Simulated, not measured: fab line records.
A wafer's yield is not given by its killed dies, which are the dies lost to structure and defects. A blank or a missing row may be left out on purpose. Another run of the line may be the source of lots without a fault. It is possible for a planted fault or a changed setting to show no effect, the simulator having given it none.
Split-lot study ; flow n5 finfet ; 7 lots, 21 wafers read, on a route of 1938 steps

== ON THE SPLIT ==
At N5_BEOL_M9_COAT_60 (time 60 s, resist thk 30 nm), the setting spin rpm was moved away from the recipe's 1500 rpm on 13 of the 21 wafers read, by -11.2% to +7.9%. This setting was run at the recipe's value on the other wafers.

== FROM THE SPLIT TO THE READING: what the file shows between them, 4 steps ==
- N5_BEOL_M9_COAT_05: resist thk 90 nm
- N5_BEOL_M9_EBR_07
- N5_BEOL_M9_DESCUM_16: chemistry O2, time 7.9 s
- N5_BEOL_M9_ETCH_61: etches SiARC in CF4, target depth 39 nm, time 65 s

== THE READING ==
SiARC_of_BEOL_M9_COAT_60.thk nm (the simulator's own value, which no gauge read), in nm, at N5_BEOL_M9_ETCH_62 (etches SOC in N2/H2, target depth 110 nm, overetch 22 nm, time 165 s). The file gives no usual value for it. Across the 8 wafers here that went through the recipe, the average is 23.6 nm and the standard deviation 0.29 nm.

wafer;tool, chamber at the split;spin rpm as run, rpm;against the recipe;SiARC_of_BEOL_M9_COAT_60.thk nm, nm;against lot-mates on the recipe
L078.1;litho track-04, 0;1500;recipe;23.4;-
L078.2;litho track-04, 0;1500;recipe;23.6;-
L078.5;litho track-04, 0;1500;recipe;24;-
L083.1;litho track-04, 0;1500;recipe;23.4;-
L083.4;litho track-04, 0;1500;recipe;23.8;-
L083.6;litho track-04, 0;1500;recipe;23.8;-
L084.1;litho track-03, 0;1336;-10.9%;25.6;no lot-mate on the recipe
L084.3;litho track-03, 0;1336;-10.9%;25.4;no lot-mate on the recipe
L084.6;litho track-03, 0;1336;-10.9%;25.4;no lot-mate on the recipe
L085.4;litho track-04, 0;1548;+3.2%;22.8;no lot-mate on the recipe
L085.5;litho track-04, 0;1548;+3.2%;23;no lot-mate on the recipe
L085.6;litho track-04, 0;1548;+3.2%;23.2;no lot-mate on the recipe
L093.1;litho track-01, 0;1385;-7.7%;24.8;no lot-mate on the recipe
L093.5;litho track-01, 0;1385;-7.7%;24.8;no lot-mate on the recipe
L093.4;litho track-01, 0;1385;-7.7%;25;no lot-mate on the recipe
L094.1;litho track-04, 0;1500;recipe;23.6;-
L094.2;litho track-04, 0;1618;+7.9%;22.2;-1.4
L094.3;litho track-04, 0;1618;+7.9%;22;-1.6
L097.2;litho track-01, 0;1332;-11.2%;25;+2.0
L097.3;litho track-01, 0;1332;-11.2%;25.6;+2.6
L097.4;litho track-01, 0;1500;recipe;23;-

THE FIT
A straight line over all 21 wafers: SiARC_of_BEOL_M9_COAT_60.thk nm changes by -0.171 nm for each +1% of spin rpm; r = -0.98; the points scatter about the line by 0.24 nm.
The same after taking each lot's own level away (the mean of its wafers on the recipe; 12 wafers): -0.2 nm for each +1%; r = -0.98; scatter 0.22 nm.
That fit puts the effect of the largest move of spin rpm on the reading at 2.2 nm.
Across the lots, their own levels run from 23.00 to 23.67 nm, a range of 2.3 times the standard deviation given above.
Hence the slope depends on the lot-to-lot level, as the two fits are not the same.
Check: with one of the wafers moved furthest among these (-11.2%) left out of the fit, the line predicts +2.43 nm for it against its lot-mates. It came out at +2 nm against them.

== THE WHOLE CHAIN: every reading that the file lists as answering this split, in the file's order ==
step;what it does;reading;change (the file's fit);r (the file's)
N5_BEOL_M9_COAT_60;time 60 s, resist thk 30 nm;SiARC_of_BEOL_M9_COAT_60.thk nm (the simulator's own value, which no gauge read);-0.158 nm for each +1% of the setting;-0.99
N5_BEOL_M9_ETCH_61;etches SiARC in CF4, target depth 39 nm, time 65 s;etch.depth nm (the simulator's own value, which no gauge read);-0.156 nm for each +1% of the setting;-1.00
N5_BEOL_M9_ETCH_61;etches SiARC in CF4, target depth 39 nm, time 65 s;CAR-ArF_of_BEOL_M9_COAT_05.thk nm (the simulator's own value, which no gauge read);+0.147 nm for each +1% of the setting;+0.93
N5_BEOL_M9_ETCH_62;etches SOC in N2/H2, target depth 110 nm, overetch 22 nm, time 165 s;SiARC_of_BEOL_M9_COAT_60.thk nm (the simulator's own value, which no gauge read);-0.201 nm for each +1% of the setting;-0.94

== FILE'S OWN FIT ==
SiARC_of_BEOL_M9_COAT_60.thk nm changes by -0.201 nm for each +1% of spin rpm, r = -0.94.
